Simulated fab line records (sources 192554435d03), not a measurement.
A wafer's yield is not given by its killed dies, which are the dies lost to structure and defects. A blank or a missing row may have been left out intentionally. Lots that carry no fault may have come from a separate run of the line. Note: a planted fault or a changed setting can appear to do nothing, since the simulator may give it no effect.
A struck lot beside a sound one	flow n5 finfet	17 steps out of a route of 1938
Sound: these wafers, L149.2, L149.4, L149.6. Struck: wafer L141.2 (left out: L141.1, L141.4 of the same lot, which were not struck); the cause appears at the end.
For every step that has rows: the tool of each side, followed by ch and its chambers, followed by its first start. Under that, the readings that differ: sound wafers	struck wafers	difference of the means	sigmas: that difference in standard deviations of wafers without a fault.
alike: words and numbers the same on both sides, and readings whose means are apart by under 2 such deviations; not compared: readings that were withheld, readings missing a value for some wafer, numbers with overlapping values and no deviation given by the record, and bounds like >300 which may hide the same value.
A row with sigmas, a row that says differs or no value, or rows on one side alone: a step with any of these is where the two part. Numbers that have no deviation but don't overlap get no sigmas and don't part them. A reading missing from all wafers of one side parts the sides only when that side holds two or more wafers.

N5_BEOL_M0_CUTY_CD_MEAS_57 targets a cd of 200 nm.
  sound on cd sem-01 ch 0, day 10 15:02; struck on cd sem-02 ch 0, day 8 16:50
  alike: cd nm
N5_BEOL_M0_CUTY_OVL_MEAS_58:
  sound on overlay-01 ch 0, day 10 15:04; struck on overlay-01 ch 0, day 8 16:52
  alike: M0_ABLK_OVL
N5_BEOL_M0_CUTY_INSPECT_59: inspects for defects (macro).
  sound on defect inspect-01 at day 10 15:05; struck on defect inspect-02 at day 8 16:53
  alike: raw defect count
then, 1 step without rows for these wafers: N5_BEOL_M0_CUTY_DESCUM_61 (chemistry O2, time 7.9 s).
N5_BEOL_M0_CUTY_ETCH_62: etches SiARC in CF4, time 58.5 s.
  sound on rie diel-03 ch 1,2, day 10 15:17; struck on rie diel-02 ch 1, day 8 16:58
  alike: cf4 flow sccm, drypump motor current A, etch rf on time s, oes product au, rf vpp V, showerhead plenum p Torr, throttle valve pct
  not compared: rf hours counter h
N5_BEOL_M0_CUTY_ETCH_63: etches SOC in N2/H2, target depth 82.7 nm, overetch 16.5 nm, time 124 s.
  sound on rie diel-03 ch 1,2, day 10 15:20; struck on rie diel-02 ch 1, day 8 17:01
  alike: drypump motor current A, oes product au, rf vpp V, showerhead plenum p Torr, throttle valve pct
  not compared: rf hours counter h
then, 2 steps without rows for these wafers: N5_BEOL_M0_CUTY_STRIP_64 (strips in N2/H2); N5_BEOL_M0_ETCH_138 (etches SiCN in CH3F/O2, target depth 12 nm, time 31.6 s).
N5_BEOL_M0_HM_OPEN_105: chemistry Cl2/BCl3, target TiN, target depth 12 nm.
  sound on rie metal-01 ch 1, day 10 15:37; struck on rie metal-02 ch 1, day 8 20:34
reading	sound	struck	difference	sigmas
drypump motor current A (A)	6.0 6.0 6.0	4.8	-1.2	-3
  alike: he backside leak sccm, oes product au, throttle valve pct
  not compared: rf hours counter h
N5_BEOL_M0_STRIP_140: strips in CF4.
  sound on rie diel-04 ch 0,2, day 10 15:50; struck on rie diel-04 ch 3, day 8 20:50
  alike: cf4 flow sccm, drypump motor current A, oes product au, rf vpp V, showerhead plenum p Torr, throttle valve pct
  not compared: rf hours counter h
N5_BEOL_M0_STRIP_104: strips in N2/H2.
  sound on rie diel-04 ch 0,2, day 10 15:52; struck on rie diel-04 ch 3, day 8 20:51
  alike: drypump motor current A, oes product au, rf vpp V, showerhead plenum p Torr, throttle valve pct
  not compared: rf hours counter h
then, 1 step without rows for these wafers: N5_BEOL_M0_WET_ETCH_106 (etches SiO2 in DHF, target depth 130 nm, rinse time 30 s).
N5_BEOL_M0_ETCH_128: etches SiCN in CF4/N2, target depth 12 nm, overetch 5.1 nm, time 21.4 s.
  sound on rie diel-04 ch 0,2, day 10 16:10; struck on rie diel-03 ch 2, day 8 21:07
reading	sound	struck	difference	sigmas
drypump motor current A (A)	6.2 5.8 6.2	5.2	-0.9	-2
rf vpp V (V)	386.0 384.3 385.0	378.5	-6.6	-4
showerhead plenum p Torr (Torr)	2.34 2.27 2.34	2.11	-0.21	-3
throttle valve pct (%)	15.20 15.46 15.20	15.69	+0.40	+2
model.TiN_of_BEOL_M0_SAQP_HM_DEP_02.thk nm (nm)	11.2 10.8 11	10.6	-0.4	
  alike: cf4 flow sccm, oes product au
  not compared: rf hours counter h
N5_BEOL_M0_TRENCH_ETCH_107: etches SiOC in C4F6/O2, target depth 32.8 nm, time 16.4 s.
  sound on rie diel-04 ch 0,2, day 10 16:13; struck on rie diel-03 ch 2, day 8 21:10
reading	sound	struck	difference	sigmas
drypump motor current A (A)	6.2 5.8 6.2	5.2	-0.9	-2
showerhead plenum p Torr (Torr)	3.03 2.91 3.03	2.72	-0.27	-3
model.TiN_of_BEOL_M0_SAQP_HM_DEP_02.thk nm (nm)	9.8 9.6 9.6	9.2	-0.5	
  alike: oes product au, rf vpp V, throttle valve pct
  not compared: rf hours counter h
then, 1 step without rows for these wafers: N5_BEOL_M0_STRIP_142 (strips in N2/H2, time 10 s).
-- here the record skips 4 days between the struck wafers' starts before and after, leaving off in module BEOL_M0 and picking up in module BEOL_M4 (first step shown: number 1111 of the route) --
N5_BEOL_M4_RC_MEAS_101:
  sound on prober-02 ch 0, day 14 05:37; struck on prober-01 ch 0, day 12 11:34
reading	sound	struck	difference	sigmas
IOFF_P (nA/um)	0.22 0.23 0.31	0.15	-0.10	-2
VT_P (mV)	-248 -246 -244	-256	-10	-3
  alike: DIBL_N, DIBL_P, IOFF_N, ION_N, ION_P, SS_N, SS_P, VT_N
-- the record jumps here: 5 days lie between the struck wafers' starts before and after (it left off in module BEOL_M4 and takes up again in module PASSIVATION, whose first step shown is number 1936 of the route) --
N5_PASSIVATION_PROBE_49:
  rows exist in the record for the struck wafers here (prober-02, day 17 01:11), but not for the sound ones

WHERE THEY PART
First at N5_BEOL_M0_HM_OPEN_105; last, within this record, at N5_PASSIVATION_PROBE_49.

WHY: what had been put in by the simulator
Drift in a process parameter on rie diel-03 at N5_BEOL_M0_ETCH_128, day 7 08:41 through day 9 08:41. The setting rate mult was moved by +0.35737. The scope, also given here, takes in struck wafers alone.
